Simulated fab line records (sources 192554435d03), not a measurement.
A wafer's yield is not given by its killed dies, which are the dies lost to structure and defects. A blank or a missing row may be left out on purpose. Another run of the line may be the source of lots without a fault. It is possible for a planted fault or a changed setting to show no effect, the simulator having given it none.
Matching of chambers | flow n5-finfet | rie-diel-06 running N5_BEOL_M5_ETCH_61: 4 sister chambers
The step etches SiARC in CF4, target depth 15.6 nm, time 26 s. 14 wafers are shown with their chamber, then 7 later ones without.

## WAFERS WITH THEIR CHAMBER
wafer  | chamber | showerhead-plenum-p-Torr (Torr) | throttle-valve-pct (%) | drypump-motor-current-A (A)
L076.2 | 0       | 2.11                            | 15.2                   | 5.7
L076.5 | 0       | 2.11                            | 15.2                   | 5.7
L076.6 | 3       | 2.29                            | 15.8                   | 5.4
L078.1 | 1       | 2.07                            | 16.1                   | 5.6
L078.4 | 3       | 2.29                            | 15.8                   | 5.3
L078.6 | 3       | 2.29                            | 15.8                   | 5.4
L081.1 | 2       | 2.21                            | 15.4                   | 5.8
L081.2 | 3       | 2.28                            | 15.8                   | 5.4
L081.6 | 3       | 2.28                            | 15.8                   | 5.4
L082.1 | 2       | 2.21                            | 15.4                   | 5.8
L082.3 | 1       | 2.07                            | 16.1                   | 5.6
L082.6 | 2       | 2.21                            | 15.4                   | 5.8
L083.1 | 2       | 2.21                            | 15.4                   | 5.8
L083.2 | 0       | 2.11                            | 15.3                   | 5.7

SIGNATURES (means of the wafers above)
reading                  | chamber 0 | chamber 1 | chamber 2 | chamber 3 | scatter within a chamber
showerhead-plenum-p-Torr | 2.1100    | 2.0700    | 2.2100    | 2.2860    | 0.00346
throttle-valve-pct       | 15.233    | 16.100    | 15.400    | 15.800    | 0.0258
drypump-motor-current-A  | 5.700     | 5.600     | 5.800     | 5.380     | 0.0283
Rule: a wafer lies at a distance from a chamber equal to the root of the sum of squares, over the readings, of (its reading less the chamber's mean, divided by the reading's scatter). If the next closest chamber is less than 2 further off than the closest, the wafer can't be placed; otherwise it belongs to the closest. How the scatter is found: for the shown wafers, subtract from each reading the mean of its chamber, square and add these, divide the total by (wafers less chambers), then take the root.

## WAFERS WHOSE CHAMBER IS MISSING
wafer  | showerhead-plenum-p-Torr (Torr) | throttle-valve-pct (%) | drypump-motor-current-A (A)
L083.3 | 2.28                            | 15.8                   | 5.4
L083.4 | 2.07                            | 16.1                   | 5.7
L083.5 | 2.07                            | 16.1                   | 5.6
L083.6 | 2.11                            | 15.3                   | 5.8
L084.1 | 2.11                            | 15.3                   | 5.7
L084.3 | 2.28                            | 15.8                   | 5.4
L084.5 | 2.11                            | 15.3                   | 5.7

## WHICH CHAMBER EACH ONE RAN IN
wafer  | from the rows above | in truth
L083.3 | 3                   | 3
L083.4 | 1                   | 1
L083.5 | 1                   | 1
L083.6 | 0                   | 0
L084.1 | 0                   | 0
L084.3 | 3                   | 3
L084.5 | 0                   | 0
Correct placement for 7 of the 7. Left unplaced by these rows: 0. Placed wrongly: 0.
